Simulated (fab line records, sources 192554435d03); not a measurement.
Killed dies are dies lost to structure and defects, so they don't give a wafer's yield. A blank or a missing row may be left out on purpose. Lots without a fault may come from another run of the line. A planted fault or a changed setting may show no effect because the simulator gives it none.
Which tool did it? | flow n5_finfet | 24 lots, 72 wafers sampled, at 3 steps of a route of 1938

WHAT THE GAUGES READ, wafer by wafer
N5_BEOL_M2_CD_MEAS_18: pitch 36 nm, target cd 18 nm.
lot  | measured     | on        | cd_nm (nm)
L074 | day 6 12:14  | cd_sem-01 | 18.5 17.7 18.2
L075 | day 6 17:47  | cd_sem-02 | 18.7 18.3 18.1
L076 | day 7 02:29  | cd_sem-03 | 18.0 18.0 17.9
L077 | day 7 10:02  | cd_sem-01 | 18.3 17.9 18.4
L078 | day 7 12:19  | cd_sem-03 | 18.2 17.9 18.1
L079 | day 7 18:49  | cd_sem-03 | 18.2 18.2 17.8
L080 | day 8 04:47  | cd_sem-03 | 18.0 18.5 17.5
L081 | day 8 09:07  | cd_sem-02 | 18.3 18.0 18.7
L083 | day 8 18:14  | cd_sem-03 | 19.1 18.1 18.5
L082 | day 8 18:28  | cd_sem-03 | 18.5 18.4 18.1
L084 | day 9 20:28  | cd_sem-03 | 18.0 18.3 18.6
L085 | day 10 01:22 | cd_sem-01 | 17.6 17.4 17.9
L086 | day 10 04:34 | cd_sem-01 | 18.5 18.1 18.5
L087 | day 10 06:10 | cd_sem-01 | 16.8 17.6 17.4
L088 | day 10 06:13 | cd_sem-03 | 17.8 18.1 17.7
L089 | day 10 08:43 | cd_sem-02 | 17.5 17.9 17.8
L090 | day 10 14:02 | cd_sem-02 | 18.4 18.4 17.8
L091 | day 10 19:40 | cd_sem-03 | 18.8 17.5 18.7
L092 | day 11 03:50 | cd_sem-02 | 19.2 18.8 18.6
L093 | day 11 08:28 | cd_sem-02 | 18.2 18.2 17.4
L094 | day 11 18:31 | cd_sem-02 | 17.7 17.6 17.5
L095 | day 11 18:43 | cd_sem-02 | 17.9 18.0 18.2
L096 | day 12 09:34 | cd_sem-01 | 18.7 18.4 19.0
L097 | day 12 20:49 | cd_sem-03 | 18.0 18.1 18.1

N5_BEOL_M2_INSPECT_30: inspects for defects (brightfield).
lot  | measured     | on                | raw_defect_count
L074 | day 6 12:38  | defect_inspect-02 | 444 461 478
L075 | day 6 18:19  | defect_inspect-01 | 553 370 267
L076 | day 7 03:01  | defect_inspect-02 | 576 460 452
L077 | day 7 10:34  | defect_inspect-02 | 431 282 327
L078 | day 7 12:43  | defect_inspect-01 | 331 396 290
L079 | day 7 19:14  | defect_inspect-02 | 276 315 303
L080 | day 8 05:11  | defect_inspect-01 | 430 401 333
L081 | day 8 09:32  | defect_inspect-02 | 479 444 405
L083 | day 8 18:46  | defect_inspect-01 | 410 330 425
L082 | day 8 19:00  | defect_inspect-01 | 481 594 425
L084 | day 9 20:53  | defect_inspect-02 | 432 484 351
L085 | day 10 01:46 | defect_inspect-02 | 401 314 381
L086 | day 10 04:58 | defect_inspect-01 | 656 636 703
L087 | day 10 06:42 | defect_inspect-02 | 462 399 335
L088 | day 10 06:46 | defect_inspect-02 | 269 318 387
L089 | day 10 09:15 | defect_inspect-01 | 352 384 527
L090 | day 10 14:26 | defect_inspect-02 | 300 242 382
L091 | day 10 20:13 | defect_inspect-02 | 315 382 421
L092 | day 11 04:15 | defect_inspect-01 | 463 553 452
L093 | day 11 08:53 | defect_inspect-02 | 277 322 254
L094 | day 11 19:02 | defect_inspect-02 | 229 258 236
L095 | day 11 19:16 | defect_inspect-02 | 407 414 542
L096 | day 12 09:58 | defect_inspect-02 | 320 247 298
L097 | day 12 21:21 | defect_inspect-02 | 411 291 384

WHICH TOOL RAN EACH LOT (tool, then ch and the chambers of the sampled wafers, then the start)
lot  | N5_BEOL_M2_STRIP_19
L074 | rie_diel-01 ch 0,1,3, day 6 12:10
L075 | rie_diel-01 ch 0,2,3, day 6 17:43
L076 | rie_diel-03 ch 1,2, day 7 02:25
L077 | rie_diel-05 ch 0,1, day 7 09:58
L078 | rie_diel-05 ch 2,3, day 7 12:14
L079 | rie_diel-05 ch 0,1,3, day 7 18:45
L080 | rie_diel-01 ch 0,3, day 8 04:42
L081 | rie_diel-01 ch 0,1,3, day 8 09:03
L083 | rie_diel-03 ch 1,2,3, day 8 18:10
L082 | rie_diel-01 ch 0,2,3, day 8 18:24
L084 | rie_diel-03 ch 1,2,3, day 9 20:24
L085 | rie_diel-01 ch 0,1,3, day 10 01:17
L086 | rie_diel-01 ch 0,1,2, day 10 04:29
L087 | rie_diel-05 ch 0,2, day 10 06:06
L088 | rie_diel-05 ch 0,2, day 10 06:08
L089 | rie_diel-01 ch 0,3, day 10 08:38
L090 | rie_diel-03 ch 0,3, day 10 13:58
L091 | rie_diel-05 ch 1,2,3, day 10 19:36
L092 | rie_diel-03 ch 0,2,3, day 11 03:46
L093 | rie_diel-03 ch 0,3, day 11 08:24
L094 | rie_diel-05 ch 0,3, day 11 18:26
L095 | rie_diel-05 ch 0,1,3, day 11 18:40
L096 | rie_diel-03 ch 1,2, day 12 09:29
L097 | rie_diel-01 ch 2,3, day 12 20:44
- N5_BEOL_M2_STRIP_19: strips in O2.

WHAT THE TOOLS THEMSELVES READ (means of the sampled wafers that have a number; where no wafer has one, the mark that the record gives instead)
N5_BEOL_M2_STRIP_19.
lot  | tool        | drypump_motor_current_A (A) | o2_flow_sccm (sccm) | oes_product_au (a.u.) | rf_vpp_V (V) | showerhead_plenum_p_Torr (Torr) | throttle_valve_pct (%)
L074 | rie_diel-01 | 5.5                         | 225.4               | 0.71                  | 3.4          | 2.15                            | 16.85
L075 | rie_diel-01 | 5.8                         | 224.5               | 0.72                  | 4.2          | 2.10                            | 16.97
L076 | rie_diel-03 | 5.3                         | 225.2               | 0.75                  | 3.2          | 2.05                            | 16.65
L077 | rie_diel-05 | 5.0                         | 224.8               | 0.87                  | 3.1          | 2.11                            | 16.54
L078 | rie_diel-05 | 5.9                         | 225.4               | 0.77                  | 3.4          | 2.07                            | 16.72
L079 | rie_diel-05 | 5.5                         | 224.9               | 0.87                  | 4.5          | 2.09                            | 16.51
L080 | rie_diel-01 | 5.7                         | 224.1               | 0.89                  | 3.9          | 2.14                            | 16.58
L081 | rie_diel-01 | 5.5                         | 224.5               | 0.80                  | 3.7          | 2.14                            | 16.73
L083 | rie_diel-03 | 5.5                         | 225.3               | 0.87                  | 3.5          | 2.22                            | 16.45
L082 | rie_diel-01 | 5.8                         | 225.5               | 0.90                  | 3.9          | 2.18                            | 16.67
L084 | rie_diel-03 | 5.5                         | 224.7               | 0.86                  | 3.2          | 2.22                            | 16.48
L085 | rie_diel-01 | 5.5                         | 225.5               | 0.78                  | 3.8          | 2.14                            | 16.75
L086 | rie_diel-01 | 5.6                         | 225.7               | 0.85                  | 3.3          | 2.19                            | 16.85
L087 | rie_diel-05 | 5.1                         | 224.9               | 0.79                  | 3.6          | 2.12                            | 16.60
L088 | rie_diel-05 | 5.1                         | 224.5               | 0.78                  | 4.2          | 2.12                            | 16.63
L089 | rie_diel-01 | 5.7                         | 224.7               | 0.80                  | 3.2          | 2.13                            | 16.58
L090 | rie_diel-03 | 5.4                         | 224.8               | 0.76                  | 4.0          | 2.13                            | 16.80
L091 | rie_diel-05 | 5.9                         | 224.9               | 0.76                  | 3.2          | 2.06                            | 16.74
L092 | rie_diel-03 | 5.6                         | 225.8               | 0.78                  | 3.9          | 2.13                            | 16.73
L093 | rie_diel-03 | 5.4                         | 225.0               | 0.75                  | 3.6          | 2.13                            | 16.82
L094 | rie_diel-05 | 5.8                         | 225.2               | 0.85                  | 3.8          | 2.09                            | 16.37
L095 | rie_diel-05 | 5.5                         | 224.6               | 0.82                  | 3.7          | 2.08                            | 16.58
L096 | rie_diel-03 | 5.7                         | 225.1               | 0.85                  | 3.9          | 2.21                            | 16.44
L097 | rie_diel-01 | 5.7                         | 225.5               | 0.79                  | 3.3          | 2.16                            | 16.69

THE ANSWER, worked out from the rows above alone
Rule: what is usual is taken from the lots themselves. Put in order of their means at a reading, lots are off if they are a third of the lots or fewer, leave a main group of 4 or more, and stand apart from it by a gap of 3 or more times the standard deviation of the main group's means; of several such gaps the widest counts. A main group whose means are all the same, to the digits that the tables above print for the reading, isn't used. A lot without any number at a reading at which 4 lots or more have one is off too. The other lots that the step has rows for count as sound. The gauges are gone through in route order, then the tools' own readings, and for those a lot's mean is taken as printed above. The first step at which some lot is off is used, and at that step the reading that is off furthest; a lot without a number counts as furthest.
No lot is off at any reading shown: from this, nothing can be told.

WHAT THE SIMULATOR HAD PUT IN
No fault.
